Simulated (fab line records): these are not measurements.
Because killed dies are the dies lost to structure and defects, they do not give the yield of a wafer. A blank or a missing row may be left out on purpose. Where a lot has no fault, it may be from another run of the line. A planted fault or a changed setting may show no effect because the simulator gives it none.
Lot-split experiment | flow n5Finfet | on a route of 1938 steps: 7 lots, 39 wafers read

## SPLIT DETAILS
At N5_BEOL_M4_ETCH_70 (etches SOC in N2/H2, target depth 80 nm, overetch 24 nm, time 130 s), the setting targetDepthA was moved away from the recipe's 800 angstrom on 12 of the 39 wafers read, by -44.3% to +59.4%. For the rest of the wafers, this setting stayed at what the recipe calls for.

The reading comes from the split's own step.

## THE READING
SiARC_of_BEOL_M4_COAT_68.thkNm (the simulator's own value, which no gauge read), in nm, at N5_BEOL_M4_ETCH_70 (etches SOC in N2/H2, target depth 80 nm, overetch 24 nm, time 130 s). The file gives no usual value for it. The 27 wafers here that ran the recipe average 5.8 nm, standard deviation 0.18 nm.

wafer  | tool, chamber at the split | targetDepthA as run, angstrom | against the recipe | SiARC_of_BEOL_M4_COAT_68.thkNm, nm | against lot-mates on the recipe
L074.1 | rieDiel-05, 2              | 1238                          | +54.8%             | 2.8                                | -3.1
L074.2 | rieDiel-05, 0,3            | 800                           | recipe             | 6                                  | -
L074.4 | rieDiel-05, 0,3            | 800                           | recipe             | 6                                  | -
L074.3 | rieDiel-05, 1              | 1238                          | +54.8%             | 3.2                                | -2.7
L074.5 | rieDiel-05, 3              | 1238                          | +54.8%             | 3.4                                | -2.5
L074.6 | rieDiel-05, 2              | 800                           | recipe             | 5.6                                | -
L075.1 | rieDiel-06, 0,3,3          | 462.6                         | -42.2%             | 7.8                                | +2.1
L075.4 | rieDiel-06, 0,3,3          | 462.6                         | -42.2%             | 7.8                                | +2.1
L075.5 | rieDiel-06, 0,3,3          | 462.6                         | -42.2%             | 7.8                                | +2.1
L075.2 | rieDiel-06, 2              | 800                           | recipe             | 5.8                                | -
L075.6 | rieDiel-06, 2              | 800                           | recipe             | 5.8                                | -
L075.3 | rieDiel-06, 1              | 800                           | recipe             | 5.6                                | -
L081.1 | rieDiel-04, 0,3,0          | 800                           | recipe             | 5.6                                | -
L081.2 | rieDiel-04, 0,3,0          | 800                           | recipe             | 5.6                                | -
L081.6 | rieDiel-04, 0,3,0          | 800                           | recipe             | 5.6                                | -
L081.3 | rieDiel-04, 2              | 800                           | recipe             | 5.8                                | -
L081.4 | rieDiel-04, 1              | 800                           | recipe             | 6.2                                | -
L081.5 | rieDiel-04, 1              | 800                           | recipe             | 6.2                                | -
L086.1 | rieDiel-04, 0              | 800                           | recipe             | 5.6                                | -
L086.3 | rieDiel-04, 2,3            | 800                           | recipe             | 5.8                                | -
L086.4 | rieDiel-04, 2,3            | 800                           | recipe             | 5.8                                | -
L089.1 | rieDiel-05, 2,1,2          | 800                           | recipe             | 5.6                                | -
L089.3 | rieDiel-05, 2,1,2          | 800                           | recipe             | 5.6                                | -
L089.5 | rieDiel-05, 2,1,2          | 800                           | recipe             | 5.6                                | -
L089.2 | rieDiel-05, 0              | 800                           | recipe             | 6                                  | -
L089.6 | rieDiel-05, 0              | 800                           | recipe             | 6                                  | -
L089.4 | rieDiel-05, 1              | 800                           | recipe             | 5.8                                | -
L090.1 | rieDiel-04, 1              | 800                           | recipe             | 6                                  | -
L090.2 | rieDiel-04, 0,2,3          | 445.7                         | -44.3%             | 7.8                                | +1.9
L090.3 | rieDiel-04, 0,2,3          | 445.7                         | -44.3%             | 7.8                                | +1.9
L090.4 | rieDiel-04, 0,2,3          | 445.7                         | -44.3%             | 7.8                                | +1.9
L090.5 | rieDiel-04, 3,2            | 800                           | recipe             | 5.8                                | -
L090.6 | rieDiel-04, 3,2            | 800                           | recipe             | 5.8                                | -
L093.1 | rieDiel-06, 3,2            | 800                           | recipe             | 5.8                                | -
L093.3 | rieDiel-06, 3,2            | 800                           | recipe             | 5.8                                | -
L093.2 | rieDiel-06, 0              | 1275                          | +59.4%             | 2.8                                | -2.9
L093.6 | rieDiel-06, 0              | 1275                          | +59.4%             | 2.8                                | -2.9
L093.4 | rieDiel-06, 1              | 800                           | recipe             | 5.6                                | -
L093.5 | rieDiel-06, 3              | 1275                          | +59.4%             | 3                                  | -2.7
When a row names more than one chamber, that row covers several wafers, and the file does not tell which wafer ran in which chamber.

FIT RESULTS
A straight line over all 39 wafers: SiARC_of_BEOL_M4_COAT_68.thkNm changes by -0.048 nm for each +1% of targetDepthA; r = -0.99; the points scatter about the line by 0.18 nm.
The same after taking each lot's own level away (the mean of its wafers on the recipe; 39 wafers): -0.0479 nm for each +1%; r = -0.99; scatter 0.18 nm.
According to that fit, moving targetDepthA by its largest amount changes the reading by 2.8 nm.
From 5.73 to 5.87 nm: that is the span of the lots' own levels, equal to 0.7 times the standard deviation above.
Consequently the slope shifts little with the lot-to-lot level, the two slopes agreeing.
Check: with one of the wafers moved furthest among these (+59.4%) left out of the fit, the line predicts -2.86 nm for it against its lot-mates. It came out at -2.93 nm against them.

## THE OTHER SPLITS THESE WAFERS WENT THROUGH
Before the reading, these wafers also passed through other splits. Each is held against what the fit with the lots' levels taken away leaves over:
other split on the same wafers        | wafers away from the commonest value | r with SiARC_of_BEOL_M4_COAT_68.thkNm (lot level and that fit taken away)
N5_SD_EPI_P_EPI_21 timeS              | 12                                   | +0.19
N5_HKMG_FIN_ALD_72 aldCycles          | 18                                   | -0.18
N5_MOL_CONTACT_COAG_ALD_133 aldCycles | 15                                   | -0.30
N5_BEOL_M1_ILD_DEP_00 timeS           | 15                                   | +0.08

## THE FILE'S OWN FIT
SiARC_of_BEOL_M4_COAT_68.thkNm changes by -0.048 nm for each +1% of targetDepthA, r = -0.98.
